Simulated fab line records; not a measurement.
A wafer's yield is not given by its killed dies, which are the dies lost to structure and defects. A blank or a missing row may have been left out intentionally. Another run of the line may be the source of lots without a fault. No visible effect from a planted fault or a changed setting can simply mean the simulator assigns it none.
A lot that was struck, set against a sound lot ; flow n5-finfet ; 19 steps out of a route of 1938
Sound: these wafers, L153.1, L153.3, L153.4. Struck: wafer L165.2 (left out: L165.3, L165.4 of the same lot, which were not struck); the cause appears at the end.
Order at every step that has rows: each side's tool, ch and its chambers, its first start. Under that, the readings that differ: sound wafers ; struck wafers ; difference of the means ; sigmas: that difference in standard deviations of wafers without a fault.
alike: same words and numbers on both sides, and readings whose means sit less than 2 such deviations apart. not compared: any withheld reading, any reading some wafer has no value for, any bound like >300 that may hide the same value, and any number with overlapping values for which the record gives no deviation.
Wherever a step has rows on one side only, a row that says differs or no value, or a row with sigmas, the two part there. Non-overlapping numbers with no deviation appear without sigmas and do not part them. Lack of a reading on every wafer of one side parts them only where that side has two or more wafers.

N5_BEOL_M13_ETCH_68: etches SOC in N2/H2, time 355 s.
  sound on rie-diel-04 ch 0,2,3, day 11 07:50; struck on rie-diel-02 ch 2, day 14 09:48
reading;sound;struck;difference;sigmas
rf-hours-counter-h (h);188 153 194;58;-120;
rf-vpp-V (V);520.0 521.3 527.7;528.5;+5.5;+2
showerhead-plenum-p-Torr (Torr);2.43 2.43 2.64;2.67;+0.17;+2
  alike: drypump-motor-current-A, oes-product-au, throttle-valve-pct
then, 1 step without rows for these wafers: N5_BEOL_M13_STRIP_69 (strips in N2/H2).
N5_BEOL_M13_TRENCH_ETCH_34: etches SiOC in C4F8/O2/Ar, target depth 413.47 nm, time 162.6 s.
  sound on rie-diel-04 ch 0,2,3, day 11 08:04; struck on rie-diel-02 ch 2, day 14 10:02
reading;sound;struck;difference;sigmas
rf-hours-counter-h (h);188 153 194;58;-120;
rf-vpp-V (V);661.0 662.6 667.4;669.9;+6.2;+2
showerhead-plenum-p-Torr (Torr);3.26 3.27 3.53;3.60;+0.25;+2
  alike: drypump-motor-current-A, oes-product-au, throttle-valve-pct
then, 1 step without rows for these wafers: N5_BEOL_M13_STRIP_70 (strips in C4F8/O2/Ar).
N5_BEOL_M13_OCD_MEAS_35:
  sound: ocd-02 at day 11 08:14; struck: ocd-01 at day 14 10:12
  alike: trench-depth-nm
N5_BEOL_M13_STRIP_37: strips in N2/H2.
  sound on plasma-asher-01 ch 0,1, day 11 08:25; struck on plasma-asher-02 ch 1, day 14 10:14
reading;sound;struck;difference;sigmas
oes-product-au (a.u.);0.781 0.801 0.783;0.815;+0.027;+2
  alike: drypump-motor-current-A, heater-power-w
  not compared: rf-hours-counter-h
then, 3 steps without rows for these wafers: N5_BEOL_M13_ETCH_38 (etches SiCN in CF4/N2, target depth 67.5 nm, time 71.9 s); N5_BEOL_M13_PRECLEAN_39 (cleans in residue remover, time 60 s); N5_BEOL_M13_SRD_40 (time 30 s, dry time 30 s).
N5_BEOL_M13_DEGAS_41: time 60 s.
  sound: pvd-sputter-03 at day 11 09:50; struck: pvd-sputter-01 at day 14 11:37
  alike: heater-power-w
then, 2 steps without rows for these wafers: N5_BEOL_M13_PRE_CLEAN_42 (time 30 s); N5_BEOL_M13_SPUTTER_43 (material TaN, target thk 15 nm, time 24.19 s).
N5_BEOL_M13_SPUTTER_44: material Ta, target thk 10 nm, time 16.13 s.
  sound: pvd-sputter-03 at day 11 09:59; struck: pvd-sputter-01 at day 14 11:47
reading;sound;struck;difference;sigmas
model.Ta_of_BEOL_M13_SPUTTER_44.thk-nm (nm);10.2 10.2 10.2;8.2;-2.0;
  alike: throttle-valve-pct
then, 2 steps without rows for these wafers: N5_BEOL_M13_SPUTTER_45 (material Cu, target thk 80 nm, time 13.33 s); N5_BEOL_M13_ECD_47 (material Cu, target thk 936 nm).
N5_BEOL_M13_ANNEAL_48: time 90 s.
  sound on rtp-anneal-01 ch 0, day 11 10:28; struck on rtp-anneal-01 ch 0, day 14 12:22
  alike: wafer_temp_C_max
N5_BEOL_M13_CMP_49: polishes, stops on SiOC, t overpolish 17.1 s, target thk 420 nm.
  sound on cmp-01 ch 0,1,2, day 11 10:46; struck on cmp-04 ch 3, day 14 12:37
reading;sound;struck;difference;sigmas
barrier-field-endpoint-s (s);29.3 30.3 32.0;26.6;-3.9;-4
  alike: motor-current-A
N5_BEOL_M13_THK_MEAS_50: measures by xrf.
  sound: film-metro-01 at day 11 11:04; struck: film-metro-01 at day 14 12:55
  alike: M13_THK
following that, these wafers have no rows for 1 step: N5_PASSIVATION_PROBE_49.

== WHERE THEY PART ==
First at N5_BEOL_M13_ETCH_68; last, within this record, at N5_BEOL_M13_CMP_49. Later steps at which nothing parts them and some readings are alike: N5_BEOL_M13_THK_MEAS_50.

WHY: the cause the simulator had injected
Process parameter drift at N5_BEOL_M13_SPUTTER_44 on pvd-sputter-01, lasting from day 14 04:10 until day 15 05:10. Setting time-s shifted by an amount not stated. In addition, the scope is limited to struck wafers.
